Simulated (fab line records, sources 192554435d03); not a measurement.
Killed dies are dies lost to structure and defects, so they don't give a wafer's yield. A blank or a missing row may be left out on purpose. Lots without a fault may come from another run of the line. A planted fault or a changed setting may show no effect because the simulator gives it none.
Which tool did it? | flow n5_finfet | 12 lots, 35 wafers sampled, at 2 steps of a route of 1938

WHAT THE GAUGES READ, wafer by wafer
N5_BEOL_M6_OCD_MEAS_38. Usual: trench_depth_nm 94.7 nm, standard deviation 2.
lot  | measured     | on     | trench_depth_nm (nm) | flag
L198 | day 10 11:15 | ocd-02 | 94.0 97.7 91.5       |
L196 | day 11 05:25 | ocd-02 | 98.0 95.1 91.5       |
L199 | day 11 08:27 | ocd-01 | 95.0 94.6 95.9       |
L201 | day 11 11:59 | ocd-01 | 98.9 94.8 97.1       |
L197 | day 11 12:11 | ocd-02 | 92.0 93.6 92.8       |
L205 | day 12 13:47 | ocd-01 | 92.2 93.7 92.6       |
L206 | day 13 14:01 | ocd-02 | 94.3 94.2            |
L207 | day 13 15:56 | ocd-02 | 93.9 94.6 94.7       |
L213 | day 14 17:14 | ocd-02 | 95.0 98.6 97.8       |
L216 | day 15 01:13 | ocd-01 | 96.1 90.6 91.3       |
L217 | day 16 11:25 | ocd-02 | 96.1 97.6 95.2       |
L219 | day 17 14:37 | ocd-02 | 95.7 94.0 96.2       |

N5_BEOL_M6_CD_MEAS_35: target cd 40 nm, target cd y 28 nm. Usual: cd_nm 40.0 nm, standard deviation 0.64.
lot  | measured     | on        | cd_nm (nm)     | flag
L198 | day 10 11:24 | cd_sem-01 | 40.2 39.8 40.0 |
L196 | day 11 05:34 | cd_sem-03 | 40.4 39.4 39.6 |
L199 | day 11 08:37 | cd_sem-01 | 41.3 40.8 41.1 |
L201 | day 11 12:08 | cd_sem-03 | 40.4 40.0 40.5 |
L197 | day 11 12:20 | cd_sem-03 | 40.1 39.5 39.9 |
L205 | day 12 13:56 | cd_sem-01 | 40.1 39.3 39.7 |
L206 | day 13 14:10 | cd_sem-03 | 40.1 40.5      |
L207 | day 13 16:05 | cd_sem-03 | 39.0 41.3 40.2 |
L213 | day 14 17:23 | cd_sem-02 | 40.2 40.0 40.7 |
L216 | day 15 01:28 | cd_sem-01 | 40.2 40.2 40.1 |
L217 | day 16 11:34 | cd_sem-03 | 40.2 40.7 40.4 |
L219 | day 17 14:46 | cd_sem-02 | 40.1 39.1 39.2 |

WHICH TOOL RAN EACH LOT (tool, then ch and the chambers of the sampled wafers, then the start)
The record holds no process step before these readings.

WHAT THE TOOLS THEMSELVES READ (means of the sampled wafers that have a number; where no wafer has one, the mark that the record gives instead)
The record holds no such reading with a usual standard deviation.

THE ANSWER, worked out from the rows above alone
Rule: a lot is off if the mean of its wafers that have a number lies more than 3 standard deviations from the usual mean. A lot without any number at a reading at which 4 lots or more have one is off too. The other lots that the step has rows for count as sound. The gauges are gone through in route order, then the tools' own readings, and for those a lot's mean is taken as printed above. The first step at which some lot is off is used, and at that step the reading that is off furthest; a lot without a number counts as furthest.
No lot is off at any reading shown: from this, nothing can be told.

WHAT THE SIMULATOR HAD PUT IN
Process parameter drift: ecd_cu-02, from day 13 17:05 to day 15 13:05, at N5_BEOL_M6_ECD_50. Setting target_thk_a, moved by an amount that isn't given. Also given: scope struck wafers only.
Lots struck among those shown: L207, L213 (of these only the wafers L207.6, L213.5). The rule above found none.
